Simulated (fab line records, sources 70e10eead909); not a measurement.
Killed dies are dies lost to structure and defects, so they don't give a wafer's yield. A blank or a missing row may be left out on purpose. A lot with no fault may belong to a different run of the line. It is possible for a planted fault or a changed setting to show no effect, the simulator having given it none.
fab line records    flow nand-harc    part 2 of 2: steps 32 to 38 of 38
record lots=5  wafers=15  last-day=31
route steps=1302 shown A_BONDPAD@1229 HYBRID_BOND@1237 THIN_TSV@1244
lots that met no fault: from a run of the same line without faults
start-h: hours from the record's first day to the start of the lot's first wafer shown    wait-h: how many hours have passed since the lot's step before this one    " as in the row above    L1.1+2: a row that stands for several wafers    - value missing, or start not given    * or withheld: withheld    < > ~ a bound
route shown NAME@n: NAME is a module with steps in the file, n the number in the route of the first one    usual: mean/standard deviation taken from wafers without a fault    same: alike in all rows    chamber/n: place in a boat    sites: readings site by site    _std_site: their standard deviation    _edge_site: outer sites' mean less inner sites'    radius-mm: for every site, how far away it sits from the centre of the wafer    mask NAME#n: copy n    behind: the tool/chamber that last shaped the wafer    hold: why the lot was held/for how many hours/how that ended    device: the n, p or np transistor that did not switch    end of line: tests run on the same wafers once the route is complete    a step given without rows: its recipe and nothing more    killed: the dies lost at the first sort to structure and to defects; this is not the yield of the wafer    map: a wafer's dies, x killed, . not, _ none there
set.NAME: setting as actually run; set.NAME@STEP: the setting as run at that earlier step    model.NAME: the simulator's own value behind a step, which no gauge read
lots seen at some steps along the route; tables by step, rows by wafer
services: when a tool's chamber went out of use (start-h, in hours from the record's first day, below 0 if earlier), for how many hours, and the reason
## steps
# step NHARC_THIN_TSV_ETCH_44
# recipe target-depth-a=15942  time-s=797.1  cf4-flow-sccm=150  o2-flow-sccm=10  ar-flow-sccm=0  rf-w=300  bias-w=800  chemistry=CF4/O2
# usual chamber-pressure-mTorr=30.000/0.026  drypump-motor-current-A=6.06/0.27  oes-product-au=1.000/0.0085  rf-vpp-V=798/3.6  showerhead-plenum-p-Torr=1.89/0.058  throttle-valve-pct=16.915/0.0086
# same time-s=797.1
lot.wafer  tool         chamber  start-h  wait-h  chamber-pressure-mTorr  drypump-motor-current-A  oes-product-au  rf-hours-counter-h  rf-vpp-V  showerhead-plenum-p-Torr  throttle-valve-pct
L074.1     rie-diel-02  0        540.86   0.1     30.004                  5.78                     0.986           7                   795       1.85                      16.921
L074.2     "            1        "        "       29.963                  6.40                     0.997           7                   802       1.93                      16.911
L074.5     "            0        "        "       29.964                  5.80                     0.989           -                   797       1.85                      16.919
L083.3     rie-diel-13  3        633.77   0.1     30.018                  5.94                     1.008           7                   800       1.95                      16.909
L083.2     "            2        "        "       30.011                  5.73                     1.002           7                   794       1.83                      16.923
L083.5     "            3        "        "       29.993                  5.90                     1.004           -                   800       1.95                      16.897
L084.3     rie-diel-13  0        636.10   0.1     30.032                  6.53                     1.004           8                   791       1.78                      16.927
L084.4     "            1        "        "       29.987                  6.35                     1.008           8                   797       1.91                      16.920
L084.2     "            2        "        "       29.963                  5.74                     1.015           7                   794       1.83                      16.919
L089.1     rie-diel-02  1        670.84   0.1     30.018                  6.34                     0.991           5                   801       1.93                      16.921
L089.4     "            2        "        "       29.999                  6.02                     1.000           5                   800       1.92                      16.932
L089.6     "            2        "        "       30.035                  6.01                     1.005           -                   799       1.92                      16.914
L090.4     rie-diel-02  0        720.39   0.2     30.000                  5.77                     0.997           6                   796       1.85                      16.912
L090.3     "            1        "        "       30.003                  6.38                     0.994           8                   801       1.93                      16.905
L090.5     "            2        "        "       30.012                  5.99                     0.996           -                   799       1.92                      16.927
# step NHARC_THIN_TSV_ETCH_15
# recipe target-depth-a=30000  bosch-target-overetch-cycles=2  bosch-etch-step-s=2.8  bosch-dep-step-s=1.2  bosch-cycles=14
# usual drypump-motor-current-A=6.0/0.38  he-backside-leak-sccm=2.7/0.31
# same bosch-dep-step-s=1.2
lot.wafer  tool       chamber  start-h  wait-h  drypump-motor-current-A  he-backside-leak-sccm  rf-hours-counter-h
L074.1     rie-si-06  1        541.56   -       6.0                      2.4                    0.6
L074.2     "          0        "        "       5.7                      2.8                    0.6
L074.5     "          2        "        "       5.9                      2.4                    -
L083.3     rie-si-01  3        634.35   -       6.3                      2.4                    0.5
L083.2     "          1        "        "       6.2                      2.7                    0.5
L083.5     "          3        "        "       6.3                      2.4                    -
L084.3     rie-si-06  2        636.62   -       5.9                      2.5                    0.1
L084.4     "          3        "        "       6.8                      2.3                    0.2
L084.2     "          0        "        "       5.7                      2.7                    0.1
L089.4     rie-si-03  3        671.42   -       5.2                      3.1                    0.5
L089.1     "          0        "        "       6.1                      2.7                    0.5
L089.6     "          0        "        "       6.1                      2.8                    -
L090.3     rie-si-03  1        720.86   -       5.9                      2.9                    0.8
L090.4     "          3        "        "       5.2                      2.9                    1.0
L090.5     "          0        "        "       6.1                      2.8                    -
# step NHARC_THIN_TSV_CD_MEAS_16
# usual cd-nm=1000.8/1.6
lot.wafer  tool       chamber  start-h  wait-h  cd-nm
L074.1     cd-sem-03  -        541.70   0.1     997.9
L074.2     "          -        "        "       1000.8
L074.5     "          -        "        "       1001.4
L083.2     cd-sem-02  -        634.50   0.1     1001.8
L083.3     "          -        "        "       1002.1
L083.5     "          -        "        "       1001.0
L084.2     cd-sem-01  -        636.77   0.1     1000.5
L084.3     "          -        "        "       1004.0
L084.4     "          -        "        "       1001.1
L089.1     cd-sem-01  -        671.56   0.1     1003.9
L089.4     "          -        "        "       1003.0
L089.6     "          -        "        "       999.3
L090.3     cd-sem-03  -        721.00   0.1     1003.0
L090.4     "          -        "        "       1002.5
L090.5     "          -        "        "       1002.0
# step NHARC_THIN_TSV_STRIP_45
# recipe power-w=1500  temp-c=250  chemistry=O2
# usual drypump-motor-current-A=5.42/0.29  heater-power-w=349/21
lot.wafer  tool             chamber  start-h  wait-h  drypump-motor-current-A  heater-power-w  rf-hours-counter-h
L074.1     plasma-asher-02  0        541.77   0.1     5.76                     320             24
L074.2     "                1        "        "       5.79                     335             24
L074.5     "                1        "        "       5.82                     341             -
L083.2     plasma-asher-01  1        634.58   0.1     5.09                     329             24
L083.3     "                0        "        "       5.36                     366             -
L083.5     "                1        "        "       5.14                     335             -
L084.2     plasma-asher-01  1        636.88   0.1     5.10                     341             25
L084.4     "                0        "        "       5.32                     368             -
L084.3     "                1        "        "       5.11                     337             -
L089.1     plasma-asher-02  1        671.64   0.1     5.82                     332             11
L089.4     "                1        "        "       5.83                     336             -
L089.6     "                0        "        "       5.80                     331             -
L090.3     plasma-asher-02  0        721.16   0.2     5.78                     325             -
L090.4     "                1        "        "       5.85                     336             -
L090.5     "                1        "        "       5.83                     330             -
# step NHARC_THIN_TSV_STRIP_46
# recipe time-s=1200  temp-c=72.5  chemistry=post-etch-residue-remover
# usual bath-guard-temp-C=72.5/0.36
# same time-s=1200
lot.wafer  tool          chamber  start-h  wait-h  bath-guard-temp-C
L074.5     wet-bench-10  0        542.13   0.1     72.3
L074.1     "             2        "        "       72.0
L074.2     "             3        "        "       73.1
L083.2     wet-bench-10  0        634.92   0.3     72.6
L083.3     "             1        "        "       72.1
L083.5     "             4        "        "       72.5
L084.3     wet-bench-10  2        637.19   0.2     72.3
L084.4     "             4        "        "       72.4
L084.2     "             5        "        "       72.7
L089.4     wet-bench-08  6        672.00   0.2     72.0
L089.6     "             7        "        "       72.1
L089.1     "             0        "        "       72.8
L090.4     wet-bench-08  1        721.42   0.2     73.3
L090.5     "             2        "        "       72.3
L090.3     "             3        "        "       72.0
# step NHARC_THIN_TSV_DEP_47
# recipe target-thk-a=2000  temp-c=withheld  pressure-torr=6.5  rf-w=900  teos-flow-sccm=161.4  flow-sccm=2650  target-thk-nm=200  gas=O2  material=SiO2
# usual throttle-valve-pct=16.0/0.4
lot.wafer  tool      chamber  start-h  wait-h  throttle-valve-pct
L074.1     pecvd-03  2        542.61   -       15.5
L074.2     "         0        "        "       16.2
L074.5     "         0        "        "       15.8
L083.3     pecvd-01  0        635.37   -       16.8
L083.2     "         1        "        "       15.9
L083.5     "         1        "        "       15.9
L084.2     pecvd-03  1        637.68   -       16.3
L084.3     "         2        "        "       16.0
L084.4     "         1        "        "       16.4
L089.1     pecvd-01  0        672.49   -       16.6
L089.4     "         0        "        "       16.6
L089.6     "         1        "        "       16.1
L090.3     pecvd-01  0        721.86   -       16.6
L090.4     "         1        "        "       16.0
L090.5     "         2        "        "       16.4
# step NHARC_THIN_TSV_ETCHBACK_48
# recipe target-depth-a=10285  over-etch-frac=0.3  time-s=405.17  ion-energy-ev=250  c4f8-flow-sccm=withheld  ar-flow-sccm=withheld  rf-w=600  bias-w=300  chemistry=C4F8/Ar
# usual chamber-pressure-mTorr=25.000/0.021  oes-product-au=0.95/0.035  rf-vpp-V=549.2/2.5
# same over-etch-frac=0.3
lot.wafer  tool         chamber  start-h  wait-h  chamber-pressure-mTorr  oes-product-au  rf-hours-counter-h  rf-vpp-V
L074.1     rie-diel-13  0        542.97   -       25.008                  1.01            2                   544.6
L074.2     "            1        "        "       24.995                  1.01            2                   552.8
L074.5     "            0        "        "       25.026                  1.00            -                   545.9
L083.3     rie-diel-02  3        635.77   -       25.013                  0.91            3                   550.2
L083.2     "            0        "        "       24.999                  0.92            3                   547.6
L083.5     "            3        "        "       24.964                  0.92            -                   552.8
L084.2     rie-diel-11  3        638.04   -       24.964                  1.00            0                   546.8
L084.4     "            0        "        "       24.988                  1.00            0                   549.6
L084.3     "            2        "        "       24.989                  1.00            0                   551.7
L089.1     rie-diel-13  3        672.85   -       25.003                  0.93            10                  552.0
L089.4     "            2        "        "       24.989                  0.93            10                  546.6
L089.6     "            3        "        "       24.983                  0.93            -                   552.6
L090.4     rie-diel-11  1        722.33   -       25.031                  0.92            4                   549.1
L090.3     "            2        "        "       24.972                  0.92            5                   552.0
L090.5     "            0        "        "       24.960                  0.91            -                   547.8
## services
tool             chamber  start-h  hours  kind
pecvd-01         -        502.65   1.4    repair
ecd-cu-01        -        512.00   8.0    pm
furnace-05       -        514.46   18.7   repair
rie-diel-13      -        519.00   9.0    pm
pecvd-01         2        530.74   6.2    repair
cmp-03           -        531.46   6.7    repair
rie-diel-02      2        539.87   1.9    repair
cmp-03           -        555.10   4.0    pm
cmp-03           -        567.50   0.9    repair
rie-diel-02      -        570.70   9.0    pm
pecvd-01         1        572.70   4.7    repair
grinder-01       -        574.56   0.3    repair
litho-track-02   -        577.00   7.0    pm
litho-track-07   -        601.00   7.0    pm
cmp-03           -        603.41   2.5    repair
pecvd-01         0        605.57   3.9    repair
litho-track-03   -        625.00   7.0    pm
ecd-cu-01        -        631.18   3.1    repair
wet-bench-08     -        646.47   8.0    pm
furnace-05       -        651.50   7.3    repair
wet-bench-10     -        663.22   8.0    pm
wafer-bonder-01  -        670.69   5.3    repair
rie-diel-02      0        687.02   27.9   repair
rie-diel-13      -        696.00   9.0    pm
